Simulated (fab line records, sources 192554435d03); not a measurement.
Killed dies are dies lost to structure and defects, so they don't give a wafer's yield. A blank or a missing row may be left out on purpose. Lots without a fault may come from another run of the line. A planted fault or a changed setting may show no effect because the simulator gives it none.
One fault seen from 3 desks | flow n5_finfet | each desk has only its own numbers; what lay behind them comes last

THE METROLOGY DESK
What the gauges read, lot by lot, whatever tool the lot ran on: means of the sampled wafers that have a number. A lot is out of limits, marked OUT, if its mean lies more than 4 standard deviations from the usual mean; the brackets give that distance. Of its 11 readings 7 are shown: those that lie furthest out on some lot.
Columns: A = GATE_CUT_OVL at N5_GATE_CUT_OVL_MEAS_14, usual -0.4 nm; B = DIBL_N at N5_BEOL_M4_RC_MEAS_101, usual 36.0 mV/V; C = DIBL_P at N5_BEOL_M4_RC_MEAS_101, usual 35.6 mV/V; D = IOFF_N at N5_BEOL_M4_RC_MEAS_101, usual 0.15 nA/um; E = ION_P at N5_BEOL_M4_RC_MEAS_101, usual 455 uA/um; F = SS_N at N5_BEOL_M4_RC_MEAS_101, usual 71.5 mV/dec; G = VT_N at N5_BEOL_M4_RC_MEAS_101, usual 251 mV
lot  | first seen here | A    | B    | C    | D    | E   | F    | G
L111 | day 4 10:48     | -0.2 | 36.5 | 35.4 | 0.15 | 459 | 70.6 | 250
L113 | day 5 02:52     | -0.3 | 35.8 | 35.1 | 0.14 | 446 | 71.3 | 252
L119 | day 6 14:58     | -1.0 | 33.7 | 32.9 | 0.12 | 454 | 71.2 | 255
L120 | day 6 21:13     | -1.6 | 33.9 | 34.3 | 0.13 | 456 | 71.6 | 253
L121 | day 7 04:13     | -0.4 | 33.1 | 32.6 | 0.11 | 453 | 70.8 | 252
L125 | day 8 02:35     | 0.1  | 36.9 | 36.4 | 0.15 | 461 | 70.8 | 250
L130 | day 9 10:02     | -0.6 | 37.6 | 37.1 | 0.18 | 457 | 72.0 | 247
L131 | day 9 12:08     | -0.5 | 35.6 | 35.0 | 0.14 | 454 | 71.9 | 254
L132 | day 9 18:46     | -0.5 | 36.9 | 36.4 | 0.17 | 463 | 72.2 | 249
This desk's finding: nothing out of limits on any of the 9 lots.

THE TOOL OWNER'S DESK: rie_diel-05
The tool's own readings at N5_GATE_CUT_ETCH_36 (etches SiARC in CF4, target depth 13 nm, time 21.7 s): means of the sampled wafers that have a number, for each lot that ran on this tool. A lot is out of limits, marked OUT, if its mean lies more than 4 standard deviations from the usual mean; the brackets give that distance.
Columns: A = drypump_motor_current_A at N5_GATE_CUT_ETCH_36, usual 5.5 A; B = etch_rf_on_time_s at N5_GATE_CUT_ETCH_36, usual 21.8 s; C = oes_product_au at N5_GATE_CUT_ETCH_36, usual 0.64 a.u.; D = rf_vpp_V at N5_GATE_CUT_ETCH_36, usual 184.2 V; E = showerhead_plenum_p_Torr at N5_GATE_CUT_ETCH_36, usual 2.16 Torr; F = throttle_valve_pct at N5_GATE_CUT_ETCH_36, usual 15.58 %
lot  | first seen here | A   | B               | C    | D     | E    | F
L113 | day 5 03:01     | 5.4 | 21.8            | 0.60 | 182.9 | 2.12 | 15.72
L119 | day 6 15:06     | 5.4 | 24.3 (+5.0) OUT | 0.56 | 183.3 | 2.12 | 15.75
L120 | day 6 21:22     | 5.6 | 26.6 (+9.7) OUT | 0.54 | 182.6 | 2.08 | 15.83
L121 | day 7 04:22     | 5.4 | 24.3 (+5.2) OUT | 0.55 | 183.4 | 2.09 | 15.71
L130 | day 9 10:29     | 5.1 | 21.8            | 0.64 | 184.9 | 2.22 | 15.56
L131 | day 9 12:23     | 5.1 | 21.8            | 0.58 | 184.1 | 2.14 | 15.70
L132 | day 9 18:55     | 5.3 | 21.5            | 0.72 | 185.0 | 2.19 | 15.47
This desk's finding: out of limits on L119, L120, L121; first on L119, day 6 15:06 (etch_rf_on_time_s at N5_GATE_CUT_ETCH_36). In limits: L113, L130, L131, L132.

THE DEFECT DESK
What the inspections along the route counted, lot by lot: means of the sampled wafers that have a number. A lot is out of limits, marked OUT, if its mean lies more than 4 standard deviations from the usual mean; the brackets give that distance.
Columns: A = raw_defect_count at N5_GATE_CUT_INSPECT_15, usual 137
lot  | first seen here | A
L111 | day 4 10:51     | 141
L113 | day 5 02:56     | 143
L119 | day 6 15:01     | 98
L120 | day 6 21:16     | 124
L121 | day 7 04:16     | 151
L125 | day 8 02:38     | 107
L130 | day 9 10:06     | 176
L131 | day 9 12:18     | 67
L132 | day 9 18:49     | 90
This desk's finding: nothing out of limits on any of the 9 lots.

PUT TOGETHER
The tool owner's desk could have raised an alarm at day 6 15:06, on L119, L120, L121.
The metrology desk saw nothing out of limits.
The defect desk saw nothing out of limits.
The metrology desk has L119, L120, L121 on record, within its limits.
The defect desk has L119, L120, L121 on record, within its limits.
Of the lots named, all ran N5_GATE_CUT_ETCH_36 on rie_diel-05.

WHAT THE SIMULATOR HAD PUT IN
Process parameter drift: rie_diel-05, from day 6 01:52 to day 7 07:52, at N5_GATE_CUT_ETCH_36. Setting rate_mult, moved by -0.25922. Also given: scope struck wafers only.
Lots struck among those shown: L119, L120, L121.
Hours from the fault's start to each desk's first reading out of limits: the tool owner's desk, 13.
